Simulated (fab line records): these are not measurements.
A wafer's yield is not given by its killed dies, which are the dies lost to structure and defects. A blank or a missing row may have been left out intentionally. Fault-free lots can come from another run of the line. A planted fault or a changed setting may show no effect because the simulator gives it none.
Split-lot experiment ; flow n5 finfet ; route with 1938 steps; 7 lots, 21 wafers read

== THE SPLIT ==
At N5_BEOL_M7_COAT_22 (resist thk 30 nm), the setting spin rpm was moved away from the recipe's 1500 rpm on 5 of the 21 wafers read, by -5.3% to +9.7%. All remaining wafers had this setting at the recipe value.

The split's own step is where the reading is taken.

== THE READING ==
CAR-EUV_of_BEOL_M7_COAT_22.thk nm (the simulator's own value, which no gauge read), in nm, at N5_BEOL_M7_COAT_22 (resist thk 30 nm). The file gives no usual value for it. Average 30.0 nm, standard deviation 0.086 nm, over the 16 wafers here run with the recipe.

wafer;tool, chamber at the split;spin rpm as run, rpm;against the recipe;CAR-EUV_of_BEOL_M7_COAT_22.thk nm, nm;against lot-mates on the recipe
L077.1;litho track-01, 0;1500;recipe;30;-
L077.2;litho track-01, 0;1558;+3.9%;29.6;-0.4
L077.3;litho track-01, 0;1558;+3.9%;29.4;-0.6
L078.3;litho track-01, 0;1500;recipe;30;-
L078.4;litho track-01, 0;1500;recipe;30;-
L078.5;litho track-01, 0;1500;recipe;30;-
L079.2;litho track-02, 0;1645;+9.7%;28.6;-1.4
L079.4;litho track-02, 0;1500;recipe;30;-
L079.5;litho track-02, 0;1500;recipe;30;-
L080.3;litho track-02, 0;1500;recipe;30;-
L080.5;litho track-02, 0;1500;recipe;30;-
L080.4;litho track-02, 0;1421;-5.3%;30.8;+0.8
L091.4;litho track-02, 0;1500;recipe;30;-
L091.5;litho track-02, 0;1500;recipe;30;-
L091.6;litho track-02, 0;1595;+6.3%;29;-1.0
L094.2;litho track-04, 0;1500;recipe;29.8;-
L094.4;litho track-04, 0;1500;recipe;29.8;-
L094.3;litho track-04, 0;1500;recipe;30;-
L095.2;litho track-02, 0;1500;recipe;30.2;-
L095.3;litho track-02, 0;1500;recipe;30;-
L095.5;litho track-02, 0;1500;recipe;30;-

FIT RESULTS
A straight line over all 21 wafers: CAR-EUV_of_BEOL_M7_COAT_22.thk nm changes by -0.146 nm for each +1% of spin rpm; r = -0.98; the points scatter about the line by 0.09 nm.
The same after taking each lot's own level away (the mean of its wafers on the recipe; 21 wafers): -0.147 nm for each +1%; r = -0.99; scatter 0.068 nm.
Per that fit: largest spin rpm move, reading shift of 1.4 nm.
The lots' own levels span 29.87 to 30.07 nm, that is 2.3 times the standard deviation above.
The two slopes agree, so the slope changes little with the lot-to-lot level.
Check: with one of the wafers moved furthest among these (+9.7%) left out of the fit, the line predicts -1.42 nm for it against its lot-mates. Against them it came out at -1.4 nm.

== OTHER SPLITS ON THESE WAFERS ==
These wafers also went through other splits before the reading. Each is held against what the fit with the lots' levels taken away leaves over:
other split on the same wafers;wafers away from the commonest value;r with CAR-EUV_of_BEOL_M7_COAT_22.thk nm (lot level and that fit taken away)
N5_BEOL_M5_ETCH_72 bias w;9;-0.06
N5_BEOL_M5_COAT_74 spin rpm;6;-0.29
N5_BEOL_M6_ILD_DEP_00 time s;11;+0.13
N5_BEOL_M6_COAT_60 spin rpm;10;-0.31
N5_BEOL_M6_TRENCH_ETCH_37 time s;6;-0.04

== THE FILE'S OWN FIT ==
CAR-EUV_of_BEOL_M7_COAT_22.thk nm changes by -0.148 nm for each +1% of spin rpm, r = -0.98.
